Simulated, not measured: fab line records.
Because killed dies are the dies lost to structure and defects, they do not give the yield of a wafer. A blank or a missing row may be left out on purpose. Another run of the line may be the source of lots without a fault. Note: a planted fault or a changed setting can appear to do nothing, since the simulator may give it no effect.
fab line records | flow n5-finfet
record lots=24 wafers=72 last-day=18
route steps=1938 shown BEOL_M9@1455 BEOL_M10@1472
lots that met no fault: from a run of the same line without faults
start-h: start of the lot's first displayed wafer, in hours after the record's first day | wait-h: how many hours have passed since the lot's step before this one | " unchanged from the row above | L1.1+2: one row covering several wafers at once | - no value, or no start given | * or withheld: withheld | < > ~ a bound
route shown NAME@n: NAME is a module with steps in the file, n the number in the route of the first one | usual: mean/standard deviation taken from wafers without a fault | same: alike in all rows | chamber/n: place in a boat | sites: the reading at each site | _std_site: the values' standard deviation | _edge_site: the outer-site mean with the inner-site mean subtracted | radius-mm: for every site, how far away it sits from the centre of the wafer | mask NAME#n: copy n | behind: tool/chamber where the wafer was last shaped | hold: the reason the lot was held/the length of the hold in hours/how it ended | device: names the non-switching transistor (n, p or np) | end of line: at the end of the route, the tests of the same wafers | a step with no rows: only its recipe | killed: dies that structure and defects cost at the first sort, which is not the same as the wafer's yield | map: a wafer's dies, marking killed ones x, the rest . and places with no die _
set.NAME: the setting the step ran with; set.NAME@STEP: the setting that earlier step ran with | model.NAME: the simulator's own value behind a step, which no gauge read
one table for each step of the route and one row for each wafer, over a sample of lots
services: when a tool's chamber went out of use (start-h, in hours from the record's first day, below 0 if earlier), for how many hours, and the reason
## steps
# step N5_BEOL_M9_CURE_72
# recipe temp-c=370 time-s=120 ambient=DMADMS/He material=SiCOH_lowk
# usual lamp-power-pct=52.31/0.055 wafer_temp_C_max=371.7/0.54
# columns lot.wafer tool chamber start-h wait-h lamp-power-pct wafer_temp_C_max
L074.2 uv-cure-02 1 228.92 0.1 52.26 371.7
L074.5 " 1 " " 52.35 371.8
L074.6 " 1 " " 52.25 371.4
L075.1 uv-cure-01 0 241.21 0.0 52.41 371.6
L075.2 " 0 " " 52.36 372.1
L075.6 " 0 " " 52.30 371.9
L076.3 uv-cure-02 0 241.48 0.1 52.41 371.8
L076.5 " 0 " " 52.34 371.3
L076.6 " 0 " " 52.28 371.4
L077.1 uv-cure-01 0 241.75 0.0 52.34 371.7
L077.3 " 0 " " 52.31 371.4
L077.6 " 0 " " 52.27 371.6
L080.3 uv-cure-02 1 244.12 0.4 52.34 371.2
L080.4 " 1 " " 52.33 371.1
L080.5 " 1 " " 52.32 371.6
L078.1 uv-cure-02 1 247.06 0.0 52.33 371.5
L078.2 " 1 " " 52.35 371.5
L078.6 " 1 " " 52.36 371.3
L079.1 uv-cure-01 2 247.06 0.0 52.24 371.5
L079.4 " 2 " " 52.26 370.7
L079.5 " 2 " " 52.30 371.1
L081.1 uv-cure-02 2 269.51 0.0 52.26 370.7
L081.2 " 2 " " 52.36 371.2
L081.5 " 2 " " 52.35 371.4
L084.1 uv-cure-01 1 274.85 0.0 52.38 373.0
L084.3 " 1 " " 52.20 372.7
L084.5 " 1 " " 52.28 372.8
L082.2 uv-cure-03 2 275.57 0.2 52.29 371.5
L082.5 " 2 " " 52.33 371.8
L082.6 " 2 " " 52.33 371.7
L083.2 uv-cure-01 2 275.93 0.1 52.30 370.7
L083.4 " 2 " " 52.34 371.3
L083.6 " 2 " " 52.32 370.7
L086.3 uv-cure-01 2 299.34 0.1 52.27 370.7
L086.5 " 2 " " 52.34 371.2
L086.6 " 2 " " 52.32 371.3
L088.2 uv-cure-02 0 309.40 0.1 52.26 371.9
L088.3 " 0 " " 52.28 371.8
L088.6 " 0 " " 52.34 371.4
L087.2 uv-cure-03 1 309.57 0.1 52.31 371.9
L087.4 " 1 " " 52.31 371.0
L087.5 " 1 " " 52.37 371.7
L085.3 uv-cure-02 1 309.90 0.1 52.37 371.9
L085.4 " 1 " " 52.31 372.4
L085.5 " 1 " " 52.36 371.3
L090.1 uv-cure-01 1 313.40 0.0 52.33 372.3
L090.2 " 1 " " 52.29 372.3
L090.3 " 1 " " 52.34 371.7
L092.2 uv-cure-01 0 320.33 0.1 52.29 371.8
L092.4 " 0 " " 52.30 371.2
L092.5 " 0 " " 52.24 371.3
L089.1 uv-cure-03 1 322.73 0.0 52.26 371.7
L089.3 " 1 " " 52.24 371.1
L089.4 " 1 " " 52.34 372.2
L091.2 uv-cure-01 0 331.03 0.3 52.31 372.3
L091.4 " 0 " " 52.36 371.2
L091.6 " 0 " " 52.31 371.3
L093.2 uv-cure-03 0 348.27 0.1 52.32 371.8
L093.3 " 0 " " 52.20 372.2
L093.4 " 0 " " 52.29 372.5
L094.3 uv-cure-01 1 348.27 0.1 52.37 371.9
L094.4 " 1 " " 52.38 371.6
L094.6 " 1 " " 52.43 372.6
L095.4 uv-cure-02 1 348.28 0.2 52.29 371.2
L095.5 " 1 " " 52.21 371.3
L095.6 " 1 " " 52.41 372.3
L096.2 uv-cure-01 1 360.97 0.1 52.28 373.0
L096.3 " 1 " " 52.33 372.6
L096.5 " 1 " " 52.19 372.2
L097.1 uv-cure-01 0 379.48 0.0 52.24 372.0
L097.4 " 0 " " 52.39 372.0
L097.5 " 0 " " 52.33 372.0
# step N5_BEOL_M9_ALD_74
# recipe material=TaN target-thk-a=20 temp-c=275 ald-precursor-family=PDMAT ald-co-reactant=NH3 pressure-torr=3 carrier-flow-sccm=1500 pulse-time-s=2 purge-time-s=3 co-reactant-purge-time-s=2 co-reactant-pulse-time-s=3 ald-cycles=40 precursor-vessel-temp-c=75 precursor-vessel-pressure-torr=26.25 precursor-vessel-carrier-sccm=1000
# usual heater-power-w=403/48
# same purge-time-s=3
# columns lot.wafer tool chamber start-h wait-h heater-power-w since-wet-clean-h
L074.2 ald-metal-01 1 229.30 0.0 422 2969
L074.5 " 2 " " 301 -
L074.6 " 3 " " 477 -
L075.1 ald-metal-01 1 241.74 0.0 440 2982
L075.2 " 0 " " 343 2982
L075.6 " 1 " " 423 -
L076.3 ald-metal-03 2 241.83 0.1 435 6059
L076.5 " 1 " " 359 -
L076.6 " 0 " " 492 -
L077.1 ald-metal-02 1 242.18 0.0 432 1443
L077.3 " 0 " " 353 1443
L077.6 " 2 " " 429 -
L080.3 ald-metal-02 1 246.43 0.1 430 1448
L080.4 " 0 " " 367 1448
L080.5 " 0 " " 367 -
L079.1 ald-metal-03 0 247.81 0.1 497 6065
L079.4 " 1 " " 349 6065
L079.5 " 3 " " 398 -
L078.1 ald-metal-01 3 247.89 0.1 482 2988
L078.2 " 0 " " 339 2988
L078.6 " 1 " " 425 -
L081.1 ald-metal-03 1 270.23 0.1 352 6087
L081.2 " 2 " " 422 6087
L081.5 " 1 " " 355 -
L084.1 ald-metal-02 0 275.97 0.3 365 1477
L084.3 " 3 " " 378 1477
L084.5 " 0 " " 365 -
L082.2 ald-metal-03 1 276.23 0.1 363 6093
L082.5 " 0 " " 485 -
L082.6 " 1 " " 364 -
L083.2 ald-metal-02 1 276.51 0.1 413 1478
L083.4 " 3 " " 394 1478
L083.6 " 3 " " 394 -
L086.3 ald-metal-02 1 300.00 0.3 419 1501
L086.5 " 0 " " 366 -
L086.6 " 1 " " 436 -
L087.2 ald-metal-03 2 310.19 0.0 434 6127
L087.4 " 1 " " 355 6127
L087.5 " 0 " " 508 -
L088.2 ald-metal-02 3 310.26 0.1 388 1512
L088.3 " 2 " " 413 1512
L088.6 " 2 " " 414 -
L085.3 ald-metal-03 2 310.45 0.1 445 6127
L085.4 " 0 " " 492 6127
L085.5 " 0 " " 501 -
L090.1 ald-metal-02 0 313.99 0.2 378 1515
L090.2 " 1 " " 426 1515
L090.3 " 3 " " 389 1515
L092.2 ald-metal-02 2 321.14 0.0 411 1522
L092.4 " 1 " " 429 1522
L092.5 " 0 " " 367 -
L089.1 ald-metal-02 0 323.56 0.3 357 1525
L089.3 " 2 " " 409 1525
L089.4 " 1 " " 433 1525
L091.2 ald-metal-02 3 331.43 0.0 390 1533
L091.4 " 0 " " 370 1533
L091.6 " 1 " " 428 -
L095.4 ald-metal-01 2 348.61 0.0 303 3088
L095.5 " 3 " " 482 -
L095.6 " 0 " " 339 -
L094.3 ald-metal-02 0 348.70 0.1 362 1550
L094.4 " 1 " " 418 1550
L094.6 " 2 " " 415 -
L093.2 ald-metal-02 3 348.96 0.4 394 1550
L093.3 " 0 " " 365 1550
L093.4 " 2 " " 424 1550
L096.2 ald-metal-02 1 361.37 0.0 432 1563
L096.3 " 0 " " 365 1563
L096.5 " 1 " " 428 -
L097.1 ald-metal-03 0 380.36 0.0 473 29
L097.4 " 2 " " 418 29
L097.5 " 3 " " 376 -
# step N5_BEOL_M9_DEP_56
# recipe material=SiCN target-thk-a=150 temp-c=withheld precursor=3MS/NH3 pressure-torr=3 rf-w=202 time-s=26.5
# usual showerhead-plenum-p-Torr=3.660/0.011 showerhead-vpp-V=895/57 throttle-valve-pct=9.2/0.55
# columns lot.wafer tool chamber start-h wait-h showerhead-plenum-p-Torr showerhead-vpp-V since-wet-clean-h throttle-valve-pct
L074.2 pecvd-02 2 230.69 0.0 3.652 932 543 9.4
L074.5 " 1 " " 3.664 964 - 8.7
L074.6 " 2 " " 3.651 953 - 9.1
L076.3 pecvd-04 1 243.42 0.0 3.647 878 1672 8.9
L076.5 " 0 " " 3.689 789 - 9.0
L076.6 " 1 " " 3.637 883 - 8.8
L075.1 pecvd-01 0 243.53 0.0 3.667 870 1129 9.3
L075.2 " 2 " " 3.648 872 375 8.8
L075.6 " 0 " " 3.664 859 - 9.1
L077.1 pecvd-04 0 243.98 0.0 3.680 786 948 8.8
L077.3 " 2 " " 3.649 907 31 8.3
L077.6 " 1 " " 3.654 879 - 8.8
L080.3 pecvd-01 0 248.34 0.0 3.666 871 1133 9.1
L080.4 " 1 " " 3.667 809 - 10.1
L080.5 " 0 " " 3.659 868 - 8.8
L078.1 pecvd-01 1 249.67 0.0 3.661 821 1860 10.2
L078.2 " 2 " " 3.636 884 381 8.7
L078.6 " 0 " " 3.659 875 - 8.9
L079.1 pecvd-02 0 249.94 0.0 3.674 881 1316 9.9
L079.4 " 0 " " 3.677 874 - 9.8
L079.5 " 1 " " 3.657 990 - 8.6
L081.1 pecvd-02 1 271.87 0.0 3.663 981 532 8.9
L081.2 " 2 " " 3.667 931 584 9.1
L081.5 " 0 " " 3.677 886 - 9.7
L084.1 pecvd-01 0 278.81 0.0 3.659 871 1164 8.9
L084.3 " 1 " " 3.664 822 1889 10.0
L084.5 " 2 " " 3.652 880 - 8.6
L082.2 pecvd-01 0 279.26 0.0 3.667 875 1164 9.2
L082.5 " 2 " " 3.647 882 - 8.7
L082.6 " 0 " " 3.657 876 - 9.1
L083.2 pecvd-01 2 279.65 0.0 3.645 876 411 8.8
L083.4 " 2 " " 3.646 886 - 8.6
L083.6 " 1 " " 3.666 807 - 10.1
L086.3 pecvd-02 0 305.12 0.0 3.681 866 1372 9.8
L086.5 " 1 " " 3.657 976 - 9.1
L086.6 " 2 " " 3.660 949 - 9.5
L087.2 pecvd-02 2 312.51 0.0 3.654 932 625 9.5
L087.4 " 1 " " 3.655 994 - 9.0
L087.5 " 2 " " 3.656 942 - 9.5
L088.2 pecvd-02 2 313.68 0.0 3.653 934 626 8.9
L088.3 " 1 " " 3.651 969 574 8.9
L088.6 " 1 " " 3.657 984 - 9.2
L085.3 pecvd-02 2 313.95 0.0 3.656 958 626 9.2
L085.4 " 0 " " 3.676 893 - 9.7
L085.5 " 1 " " 3.655 967 - 8.9
L090.1 pecvd-01 0 317.34 0.0 3.672 871 1202 8.9
L090.2 " 2 " " 3.649 877 448 8.7
L090.3 " 1 " " 3.664 818 1927 10.3
L092.2 pecvd-01 2 325.59 0.0 3.655 891 457 8.7
L092.4 " 1 " " 3.665 821 - 10.3
L092.5 " 2 " " 3.653 878 - 8.8
L089.1 pecvd-04 2 327.87 0.0 3.656 923 115 8.2
L089.3 " 1 " " 3.661 884 1757 8.8
L089.4 " 2 " " 3.649 925 - 8.2
L091.2 pecvd-04 2 335.69 0.0 3.653 912 123 8.2
L091.4 " 0 " " 3.674 792 - 8.8
L091.6 " 1 " " 3.650 883 - 8.7
L095.4 pecvd-04 1 350.41 0.0 3.648 875 - 8.5
L095.5 " 0 " " 3.669 775 - 8.8
L095.6 " 2 " " 3.653 921 - 8.6
L094.3 pecvd-02 2 350.42 0.0 3.656 951 663 9.4
L094.4 " 0 " " 3.676 861 - 9.5
L094.6 " 2 " " 3.650 938 - 9.1
L093.2 pecvd-02 0 351.13 0.0 3.659 889 1418 10.0
L093.3 " 2 " " 3.653 934 664 9.3
L093.4 " 1 " " 3.653 984 - 8.9
L096.2 pecvd-02 1 363.26 0.0 3.657 969 623 9.0
L096.3 " 2 " " 3.649 949 - 9.2
L096.5 " 2 " " 3.645 959 - 9.0
L097.1 pecvd-02 0 385.16 0.0 3.672 880 1452 9.9
L097.4 " 2 " " 3.660 940 - 9.5
L097.5 " 0 " " 3.681 887 - 9.8
# step N5_BEOL_M10_THK_MEAS_01
# recipe reads=SiCOH_lowk_of_BEOL_M10_ILD_DEP_00
# usual M10_ILD_THK=268/3.9
# columns lot.wafer tool chamber start-h wait-h M10_ILD_THK[nm]
L074.2 film-metro-01 - 231.47 0.4 266
L074.5 " - " " 272
L074.6 " - " " 273
L076.3 film-metro-02 - 244.14 0.3 267
L076.5 " - " " 272
L076.6 " - " " 271
L075.1 film-metro-02 - 244.26 0.4 267
L075.2 " - " " 267
L075.6 " - " " 274
L077.1 film-metro-02 - 244.70 0.4 271
L077.3 " - " " 271
L077.6 " - " " 277
L080.3 film-metro-02 - 249.06 0.3 264
L080.4 " - " " 271
L080.5 " - " " 269
L078.1 film-metro-01 - 250.40 0.4 263
L078.2 " - " " 262
L078.6 " - " " 270
L079.1 film-metro-02 - 250.67 0.4 270
L079.4 " - " " 279
L079.5 " - " " 272
L081.1 film-metro-02 - 272.60 0.4 263
L081.2 " - " " 260
L081.5 " - " " 268
L084.1 film-metro-02 - 279.54 0.4 267
L084.3 " - " " 265
L084.5 " - " " 268
L082.2 film-metro-02 - 279.99 0.4 268
L082.5 " - " " 273
L082.6 " - " " 279
L083.2 film-metro-02 - 280.38 0.4 264
L083.4 " - " " 272
L083.6 " - " " 270
L086.3 film-metro-01 - 305.85 0.3 264
L086.5 " - " " 263
L086.6 " - " " 265
L087.2 film-metro-01 - 313.24 0.4 266
L087.4 " - " " 274
L087.5 " - " " 268
L088.2 film-metro-02 - 314.41 0.4 262
L088.3 " - " " 266
L088.6 " - " " 266
L085.3 film-metro-02 - 314.68 0.3 262
L085.4 " - " " 271
L085.5 " - " " 270
L090.1 film-metro-01 - 318.07 0.4 263
L090.2 " - " " 266
L090.3 " - " " 267
L092.2 film-metro-02 - 326.32 0.4 264
L092.4 " - " " 271
L092.5 " - " " 266
L089.1 film-metro-01 - 328.60 0.4 268
L089.3 " - " " 266
L089.4 " - " " 270
L091.2 film-metro-01 - 336.57 0.4 268
L091.4 " - " " 266
L091.6 " - " " 266
L095.4 film-metro-01 - 351.12 0.2 274
L095.5 " - " " 273
L095.6 " - " " 270
L094.3 film-metro-02 - 351.15 0.3 269
L094.4 " - " " 274
L094.6 " - " " 278
L093.2 film-metro-02 - 351.86 0.4 268
L093.3 " - " " 264
L093.4 " - " " 267
L096.2 film-metro-02 - 364.03 0.4 267
L096.3 " - " " 276
L096.5 " - " " 271
L097.1 film-metro-01 - 386.37 0.8 267
L097.4 " - " " 274
L097.5 " - " " 269
# step N5_BEOL_M10_DESCUM_16
# recipe chemistry=O2 time-s=7.9 source-power-w=50 bias-power-w=20 pressure-mtorr=20 rf-frequency-hz=2.712e+07 temp-c=40 resist=CAR-ArF o2-flow-sccm=225
# usual drypump-motor-current-A=5.8/0.57 o2-flow-sccm=225.0/0.7 oes-product-au=0.80/0.096 rf-vpp-V=242.7/1.4 showerhead-plenum-p-Torr=2.08/0.073 throttle-valve-pct=20.38/0.26
# columns lot.wafer tool chamber start-h wait-h drypump-motor-current-A o2-flow-sccm oes-product-au rf-hours-counter-h rf-vpp-V showerhead-plenum-p-Torr throttle-valve-pct
L074.2 rie-diel-01 0 233.16 0.0 6.2 225.6 0.92 26 246.2 2.22 19.95
L074.5 " 3 " " 5.9 224.7 0.97 - 244.4 2.13 20.00
L074.6 " 2 " " 6.7 227.2 0.74 - 243.8 2.10 20.51
L076.3 rie-diel-01 1 246.91 0.0 5.3 224.7 0.71 199 242.2 2.06 20.69
L076.5 " 2 " " 6.7 224.8 0.74 - 241.5 2.10 20.50
L076.6 " 3 " " 5.9 225.6 0.97 - 245.8 2.13 20.02
L075.1 rie-diel-06 0 247.07 0.0 6.4 224.1 0.71 182 240.7 2.01 20.72
L075.2 " 1 " " 5.8 225.9 0.93 12 242.6 2.15 20.18
L075.6 " 1 " " 5.8 225.1 0.92 - 242.1 2.15 20.18
L077.1 rie-diel-01 1 247.24 0.0 5.2 225.4 0.71 199 244.3 2.06 20.68
L077.3 " 2 " " 6.7 225.2 0.73 196 243.6 2.10 20.50
L077.6 " 0 " " 6.2 224.6 0.92 - 245.2 2.22 19.95
L080.3 rie-diel-06 0 250.76 0.0 6.4 224.6 0.71 184 241.9 2.01 20.72
L080.4 " 1 " " 5.8 224.9 0.93 14 242.2 2.15 20.18
L080.5 " 0 " " 6.4 225.2 0.71 - 242.0 2.01 20.72
L078.1 rie-diel-06 0 251.12 0.1 6.4 224.9 0.72 184 241.5 2.01 20.72
L078.2 " 3 " " 4.8 225.7 0.74 164 242.2 2.00 20.32
L078.6 " 3 " " 4.8 226.8 0.74 - 241.2 2.00 20.33
L079.1 rie-diel-05 1 251.79 0.4 6.0 224.5 0.81 95 242.9 2.04 20.63
L079.4 " 0 " " 5.3 225.4 0.66 - 241.5 2.16 20.60
L079.5 " 3 " " 6.7 224.1 0.70 - 241.0 1.97 20.62
L081.1 rie-diel-06 3 275.17 0.2 4.8 225.0 0.74 171 242.5 1.99 20.31
L081.2 " 0 " " 6.4 224.9 0.71 192 242.1 2.00 20.73
L081.5 " 3 " " 4.8 224.3 0.74 - 242.4 1.99 20.33
L084.1 rie-diel-06 0 281.40 0.6 6.4 225.1 0.70 194 241.3 2.00 20.75
L084.3 " 3 " " 4.8 225.4 0.73 174 242.3 1.99 20.34
L084.5 " 1 " " 5.8 224.9 0.90 - 244.5 2.15 20.20
L082.2 rie-diel-06 3 281.72 0.8 4.8 224.8 0.73 174 241.7 1.99 20.34
L082.5 " 1 " " 5.8 225.2 0.91 - 245.1 2.14 20.20
L082.6 " 0 " " 6.4 224.8 0.71 - 242.4 2.00 20.74
L083.2 rie-diel-01 2 282.06 1.0 6.7 225.0 0.72 209 242.0 2.09 20.52
L083.4 " 3 " " 5.9 225.2 0.92 21 244.0 2.12 20.04
L083.6 " 3 " " 5.9 225.4 0.92 - 244.6 2.12 20.04
L086.3 rie-diel-05 2 310.04 0.0 5.6 225.1 0.75 166 242.7 2.10 20.48
L086.5 " 1 " " 5.9 224.9 0.79 - 241.2 2.03 20.66
L086.6 " 0 " " 5.2 224.9 0.97 - 244.2 2.15 20.19
L087.2 rie-diel-05 1 314.28 0.3 6.0 224.4 0.78 114 241.9 2.03 20.66
L087.4 " 3 " " 6.7 224.8 0.69 251 243.0 1.96 20.62
L087.5 " 3 " " 6.7 225.4 0.69 - 240.8 1.96 20.63
L088.2 rie-diel-05 2 316.24 0.2 5.6 225.2 0.76 168 243.9 2.09 20.51
L088.3 " 1 " " 5.9 224.2 0.78 115 242.9 2.03 20.65
L088.6 " 2 " " 5.6 225.6 0.76 - 243.2 2.09 20.49
L085.3 rie-diel-05 2 316.49 0.3 5.6 225.0 0.76 168 241.9 2.09 20.48
L085.4 " 1 " " 5.9 225.2 0.78 - 241.7 2.03 20.66
L085.5 " 0 " " 5.3 224.4 0.96 - 243.4 2.15 20.20
L090.1 rie-diel-06 0 320.41 0.0 6.4 223.9 0.68 210 241.5 2.00 20.76
L090.2 " 2 " " 5.3 225.6 0.78 114 240.3 2.01 20.12
L090.3 " 1 " " 5.8 224.8 0.88 41 244.5 2.14 20.23
L092.2 rie-diel-05 0 328.58 0.0 5.2 224.7 0.93 14 243.7 2.15 20.22
L092.4 " 1 " " 5.9 225.0 0.77 - 242.0 2.03 20.67
L092.5 " 2 " " 5.6 225.9 0.74 - 243.3 2.09 20.51
L089.1 rie-diel-05 1 329.27 0.1 6.0 224.6 0.77 120 241.5 2.03 20.65
L089.3 " 2 " " 5.6 224.5 0.75 174 242.1 2.09 20.52
L089.4 " 2 " " 5.6 224.5 0.75 - 243.5 2.09 20.51
L091.2 rie-diel-01 2 337.77 0.0 6.7 224.4 0.71 229 242.5 2.09 20.56
L091.4 " 1 " " 5.3 224.8 0.68 227 241.4 2.05 20.71
L091.6 " 2 " " 6.7 224.7 0.71 - 242.4 2.09 20.56
L095.4 rie-diel-01 0 353.07 0.6 6.2 225.0 0.86 69 244.4 2.21 20.01
L095.5 " 0 " " 6.2 224.8 0.86 - 245.6 2.21 20.01
L095.6 " 1 " " 5.3 225.4 0.68 - 241.6 2.05 20.71
L094.3 rie-diel-06 0 353.17 0.5 6.4 225.5 0.68 221 240.8 1.99 20.77
L094.4 " 2 " " 5.3 226.2 0.76 126 241.7 2.00 20.14
L094.6 " 3 " " 4.8 226.4 0.71 - 241.0 1.98 20.37
L093.2 rie-diel-05 2 353.19 0.4 5.6 224.5 0.74 184 241.3 2.09 20.52
L093.3 " 1 " " 5.9 223.8 0.76 131 241.4 2.03 20.67
L093.4 " 0 " " 5.2 224.6 0.90 25 244.0 2.14 20.22
L096.2 rie-diel-06 0 366.34 0.0 6.4 225.4 0.68 226 241.5 1.99 20.80
L096.3 " 3 " " 4.8 224.5 0.70 203 241.8 1.98 20.37
L096.5 " 2 " " 5.3 224.7 0.76 - 242.1 2.00 20.15
L097.1 rie-diel-06 3 387.94 0.8 4.8 225.2 0.69 214 242.1 1.98 20.38
L097.4 " 2 " " 5.3 224.8 0.76 139 241.6 2.00 20.16
L097.5 " 2 " " 5.3 224.1 0.75 - 241.3 2.00 20.16
# step N5_BEOL_M10_ETCH_62
# recipe chemistry=N2/H2 target=SOC target-depth-a=1100 overetch-a=220 mask-material=SiARC temp-c=40 time-s=165 ion-energy-ev=200 pressure-mtorr=30 source-w=840 bias-w=150 n2-flow-sccm=200 h2-flow-sccm=200
# usual drypump-motor-current-A=5.8/0.57 oes-product-au=0.68/0.073 rf-vpp-V=523.3/2.4 showerhead-plenum-p-Torr=2.52/0.088 throttle-valve-pct=17.81/0.22
# columns lot.wafer tool chamber start-h wait-h drypump-motor-current-A oes-product-au rf-hours-counter-h rf-vpp-V showerhead-plenum-p-Torr throttle-valve-pct
L074.2 rie-diel-01 0 233.25 0.0 6.2 0.77 26 527.5 2.72 17.56
L074.5 " 3 " " 5.9 0.82 - 525.2 2.60 17.41
L074.6 " 2 " " 6.7 0.63 - 524.1 2.53 17.81
L076.3 rie-diel-01 1 247.00 0.0 5.3 0.61 199 523.0 2.52 18.05
L076.5 " 2 " " 6.7 0.63 - 522.6 2.53 17.85
L076.6 " 3 " " 5.9 0.81 - 524.3 2.60 17.40
L075.1 rie-diel-06 0 247.16 0.0 6.5 0.62 182 521.4 2.43 18.02
L075.2 " 1 " " 5.8 0.78 12 527.4 2.61 17.60
L075.6 " 1 " " 5.8 0.78 - 523.5 2.61 17.62
L077.1 rie-diel-01 1 247.33 0.0 5.2 0.61 199 523.9 2.52 18.06
L077.3 " 2 " " 6.7 0.64 196 523.6 2.53 17.84
L077.6 " 0 " " 6.2 0.78 - 527.7 2.71 17.57
L080.3 rie-diel-06 0 250.84 0.0 6.4 0.61 184 519.2 2.43 18.02
L080.4 " 1 " " 5.8 0.78 14 524.8 2.61 17.58
L080.5 " 0 " " 6.4 0.61 - 521.8 2.43 18.00
L078.1 rie-diel-06 0 251.21 0.0 6.4 0.61 184 521.0 2.43 18.02
L078.2 " 3 " " 4.8 0.64 164 520.3 2.45 17.89
L078.6 " 3 " " 4.8 0.64 - 521.3 2.45 17.90
L079.1 rie-diel-05 1 251.88 0.0 6.0 0.68 95 522.8 2.48 18.02
L079.4 " 0 " " 5.3 0.57 - 524.9 2.62 18.05
L079.5 " 3 " " 6.7 0.60 - 520.7 2.40 18.10
L081.1 rie-diel-06 3 275.25 0.0 4.8 0.63 171 520.2 2.44 17.92
L081.2 " 0 " " 6.5 0.61 192 519.3 2.43 18.02
L081.5 " 3 " " 4.8 0.63 - 519.6 2.44 17.91
L084.1 rie-diel-06 0 281.49 0.0 6.4 0.60 194 519.3 2.43 18.02
L084.3 " 3 " " 4.8 0.63 174 519.3 2.44 17.91
L084.5 " 1 " " 5.8 0.76 - 525.5 2.61 17.64
L082.2 rie-diel-06 3 281.81 0.0 4.8 0.63 174 520.8 2.44 17.91
L082.5 " 1 " " 5.8 0.75 - 525.6 2.61 17.62
L082.6 " 0 " " 6.4 0.60 - 520.0 2.43 18.03
L083.2 rie-diel-01 2 282.14 0.0 6.7 0.62 209 522.7 2.53 17.84
L083.4 " 3 " " 5.9 0.77 21 525.7 2.59 17.44
L083.6 " 3 " " 5.9 0.77 - 526.2 2.59 17.43
L086.3 rie-diel-05 2 310.13 0.0 5.6 0.64 166 524.0 2.52 17.75
L086.5 " 1 " " 6.0 0.66 - 520.7 2.47 18.08
L086.6 " 0 " " 5.3 0.79 - 524.5 2.61 17.60
L087.2 rie-diel-05 1 314.37 0.0 6.0 0.67 114 522.6 2.47 18.07
L087.4 " 3 " " 6.7 0.59 251 519.8 2.39 18.12
L087.5 " 3 " " 6.7 0.59 - 519.8 2.39 18.11
L088.2 rie-diel-05 2 316.33 0.0 5.6 0.64 168 522.3 2.52 17.76
L088.3 " 1 " " 6.0 0.67 115 522.3 2.47 18.08
L088.6 " 2 " " 5.6 0.63 - 524.5 2.52 17.75
L085.3 rie-diel-05 2 316.58 0.0 5.6 0.63 168 522.1 2.52 17.77
L085.4 " 1 " " 6.0 0.67 - 521.7 2.47 18.07
L085.5 " 0 " " 5.3 0.77 - 525.6 2.61 17.60
L090.1 rie-diel-06 0 320.49 0.0 6.5 0.59 210 520.1 2.42 18.06
L090.2 " 2 " " 5.3 0.66 114 520.7 2.46 17.64
L090.3 " 1 " " 5.8 0.73 41 524.4 2.60 17.64
L092.2 rie-diel-05 0 328.66 0.0 5.3 0.77 14 526.3 2.61 17.62
L092.4 " 1 " " 6.0 0.66 - 520.8 2.47 18.09
L092.5 " 2 " " 5.6 0.63 - 523.6 2.52 17.76
L089.1 rie-diel-05 1 329.36 0.0 6.0 0.65 120 522.0 2.47 18.09
L089.3 " 2 " " 5.6 0.64 174 523.1 2.52 17.77
L089.4 " 2 " " 5.6 0.64 - 523.0 2.52 17.76
L091.2 rie-diel-01 2 337.86 0.0 6.7 0.60 229 522.9 2.52 17.88
L091.4 " 1 " " 5.3 0.59 228 522.6 2.51 18.13
L091.6 " 2 " " 6.7 0.60 - 523.3 2.52 17.90
L095.4 rie-diel-01 0 353.15 0.0 6.2 0.73 69 526.7 2.70 17.63
L095.5 " 0 " " 6.2 0.72 - 527.9 2.70 17.64
L095.6 " 1 " " 5.2 0.60 - 522.4 2.50 18.13
L094.3 rie-diel-06 0 353.25 0.0 6.4 0.59 221 520.4 2.42 18.09
L094.4 " 2 " " 5.3 0.66 126 520.8 2.45 17.67
L094.6 " 3 " " 4.8 0.61 - 520.3 2.43 17.96
L093.2 rie-diel-05 2 353.27 0.0 5.6 0.62 184 523.7 2.51 17.79
L093.3 " 1 " " 6.0 0.65 131 520.9 2.46 18.11
L093.4 " 0 " " 5.3 0.76 25 525.6 2.60 17.63
L096.2 rie-diel-06 0 366.43 0.0 6.4 0.59 226 520.1 2.41 18.10
L096.3 " 3 " " 4.8 0.60 203 521.8 2.43 17.95
L096.5 " 2 " " 5.3 0.65 - 522.1 2.45 17.69
L097.1 rie-diel-06 3 388.02 0.0 4.8 0.60 214 519.3 2.43 17.99
L097.4 " 2 " " 5.3 0.64 139 521.4 2.45 17.71
L097.5 " 2 " " 5.3 0.65 - 521.7 2.45 17.70
## services
# columns tool chamber start-h hours kind
rie-diel-06 - 209.18 0.3 repair
rie-diel-06 - 210.01 4.8 repair
uv-cure-01 - 214.19 2.1 pm
pecvd-01 0 214.42 5.7 repair
rie-diel-06 1 216.20 8.8 repair
rie-diel-06 2 216.94 4.0 repair
pecvd-02 0 223.39 11.9 repair
rie-diel-06 0 227.20 14.4 repair
rie-diel-05 - 236.83 0.2 repair
rie-diel-06 2 241.76 6.5 repair
pecvd-02 - 246.63 2.5 repair
rie-diel-01 1 255.42 3.4 repair
rie-diel-01 2 270.68 4.7 repair
rie-diel-05 - 273.86 14.6 pm
uv-cure-01 - 309.58 0.8 repair
rie-diel-05 3 314.94 11.0 repair
pecvd-02 1 315.25 3.4 repair
pecvd-02 - 328.67 1.5 repair
rie-diel-06 3 333.55 2.8 repair
rie-diel-06 - 334.62 0.7 repair
ald-metal-02 - 350.32 2.8 pm
rie-diel-05 1 355.36 13.1 repair
pecvd-02 0 359.75 7.6 repair
ald-metal-02 2 370.59 3.1 repair
## key
fault none
